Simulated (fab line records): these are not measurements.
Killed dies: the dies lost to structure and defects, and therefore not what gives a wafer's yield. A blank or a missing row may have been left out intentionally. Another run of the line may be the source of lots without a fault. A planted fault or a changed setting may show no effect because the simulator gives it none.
Check of tool commonality    flow n5_finfet    Sample size 9 lots and 27 wafers

== WHY THIS WAS OPENED ==
On 3 of the 9 lots, a flag is raised at N5_DUMMY_REMOVAL_INSPECT_06 on the reading raw_defect_count. No-fault wafers: 12, standard deviation 5.3.
Rule: a lot gets a flag if all its wafers with a number sit over 4 standard deviations from that mean, or if no wafer of it has a number. All remaining lots are regarded as sound.

lot   measured     on                 raw_defect_count, wafer by wafer  flag
L431  day 6 04:01  defect_inspect-02  9 9 10                            
L433  day 6 08:32  defect_inspect-02  20 6 18                           
L436  day 7 06:28  defect_inspect-02  11 12 9                           
L437  day 7 11:42  defect_inspect-01  21 18 15                          
L439  day 7 20:40  defect_inspect-01  127 141 141                       FLAGGED
L440  day 8 00:50  defect_inspect-02  146 132 149                       FLAGGED
L441  day 8 04:13  defect_inspect-01  124 163 121                       FLAGGED
L444  day 9 02:35  defect_inspect-01  15 4 20                           
L447  day 9 19:33  defect_inspect-02  5 9 23                            
The mean of the flagged lots' numbers is 138, +126 from the usual (+24 standard deviations).

== EACH LOT AND THE TOOL IT RAN ON ==
2 process steps preceding the reading are held in the record, out of 1938 steps in the route. Read each cell as the tool, then ch plus the chambers that the sampled wafers visited, then the start.
lot   flag     N5_SDB_HM_OPEN_20                  N5_DUMMY_REMOVAL_STRIP_10
L431           rie_diel-03 ch 0,1,3, day 5 23:52  rie_diel-06 ch 0,3, day 6 03:52
L433           rie_diel-05 ch 1,2, day 6 04:41    rie_diel-02 ch 1,2,3, day 6 08:23
L436           rie_diel-03 ch 1,3, day 7 02:30    rie_diel-04 ch 1,2, day 7 06:18
L437           rie_diel-01 ch 0,1,3, day 7 06:59  rie_diel-06 ch 0,2, day 7 11:32
L439  FLAGGED  rie_diel-03 ch 0,1, day 7 15:54    rie_diel-06 ch 0,1, day 7 20:30
L440  FLAGGED  rie_diel-03 ch 0,3, day 7 20:32    rie_diel-02 ch 0,1,2, day 8 00:41
L441  FLAGGED  rie_diel-01 ch 1,2, day 8 00:11    rie_diel-02 ch 0,3, day 8 04:03
L444           rie_diel-01 ch 0,1,3, day 8 21:35  rie_diel-02 ch 0,1,2, day 9 02:27
L447           rie_diel-03 ch 0,3, day 9 15:37    rie_diel-04 ch 0,1,3, day 9 19:23
What these steps do:
- N5_SDB_HM_OPEN_20: chemistry CH3F/O2, target SiNx, stops on poly-Si, target depth 24 nm.
- N5_DUMMY_REMOVAL_STRIP_10: strips in N2/H2, time 40 s.
- N5_DUMMY_REMOVAL_INSPECT_06: inspects for defects (brightfield).

== FLAGGED OVER TOTAL, TOOL BY TOOL (the gauges that took the reading come last) ==
step                         tool               lots run  flagged  share of the flagged lots  sound lots run after its first flagged lot
N5_SDB_HM_OPEN_20            rie_diel-01        3         1        some                       1 (L444)
N5_SDB_HM_OPEN_20            rie_diel-03        5         2        some                       1 (L447)
N5_SDB_HM_OPEN_20            rie_diel-05        1         0        none                       -
N5_DUMMY_REMOVAL_STRIP_10    rie_diel-02        4         2        some                       1 (L444)
N5_DUMMY_REMOVAL_STRIP_10    rie_diel-04        2         0        none                       -
N5_DUMMY_REMOVAL_STRIP_10    rie_diel-06        3         1        some                       0
N5_DUMMY_REMOVAL_INSPECT_06  defect_inspect-01  4         2        some                       1 (L444)
N5_DUMMY_REMOVAL_INSPECT_06  defect_inspect-02  5         1        some                       1 (L447)

== WHAT THE TABLE ALLOWS ==
No row of the table ran every flagged lot.

== WHAT THE SIMULATOR HAD PUT IN ==
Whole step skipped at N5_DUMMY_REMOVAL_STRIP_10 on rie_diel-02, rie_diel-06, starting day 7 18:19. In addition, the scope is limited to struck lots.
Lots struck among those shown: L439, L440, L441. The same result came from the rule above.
